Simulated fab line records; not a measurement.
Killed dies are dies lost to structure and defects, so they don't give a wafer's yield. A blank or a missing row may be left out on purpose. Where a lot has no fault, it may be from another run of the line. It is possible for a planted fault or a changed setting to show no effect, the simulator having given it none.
Matching of chambers ; flow n5_finfet ; N5_BEOL_M5_ETCH_75 on rie_diel-05 has 4 sister chambers
The step etches underlayer in N2/H2, target depth 6.5 nm, time 5.2 s. 14 wafers are shown with their chamber, then 7 later ones without.

EACH WAFER AND ITS CHAMBER
wafer;chamber;drypump_motor_current_A (A);showerhead_plenum_p_Torr (Torr);throttle_valve_pct (%)
L076.3;0;6.0;2.60;17.39
L076.4;1;5.7;2.43;18.24
L076.5;2;6.7;2.52;17.87
L078.3;1;5.6;2.42;18.25
L078.4;0;5.9;2.60;17.41
L078.6;0;6.0;2.60;17.39
L080.3;0;6.0;2.59;17.42
L080.4;1;5.7;2.42;18.27
L080.5;0;6.0;2.59;17.41
L085.1;1;5.7;2.42;18.25
L085.2;2;6.7;2.52;17.90
L085.6;1;5.7;2.42;18.28
L088.1;3;5.2;2.50;17.96
L088.3;0;6.0;2.59;17.44

SIGNATURES, as means of the wafers listed above
reading;chamber 0;chamber 1;chamber 2;chamber 3;scatter within a chamber
drypump_motor_current_A;5.983;5.680;6.700;5.200;0.0404
showerhead_plenum_p_Torr;2.5950;2.4220;2.5200;2.5000;0.0048
throttle_valve_pct;17.4100;18.2580;17.8850;17.9600;0.0182
Rule: a wafer lies at a distance from a chamber equal to the root of the sum of squares, over the readings, of (its reading less the chamber's mean, divided by the reading's scatter). If the next closest chamber is less than 2 further off than the closest, the wafer can't be placed; otherwise it belongs to the closest. The scatter is the square root of a quotient: the sum, over the shown wafers, of each reading's squared deviation from its chamber's mean, divided by wafers minus chambers.

WAFERS WHOSE CHAMBER IS MISSING
wafer;drypump_motor_current_A (A);showerhead_plenum_p_Torr (Torr);throttle_valve_pct (%)
L088.5;5.7;2.41;18.30
L091.2;5.2;2.50;17.97
L091.4;5.7;2.41;18.27
L091.5;5.7;2.41;18.28
L093.1;6.0;2.58;17.46
L093.2;5.2;2.49;17.97
L093.4;6.7;2.51;17.52

THE CHAMBER EACH PASSED THROUGH
wafer;from the rows above;in truth
L088.5;1;1
L091.2;3;3
L091.4;1;1
L091.5;1;1
L093.1;0;0
L093.2;3;3
L093.4;2;2
7 of 7 placed correctly. Left unplaced by these rows: 0. Placed wrongly: 0.
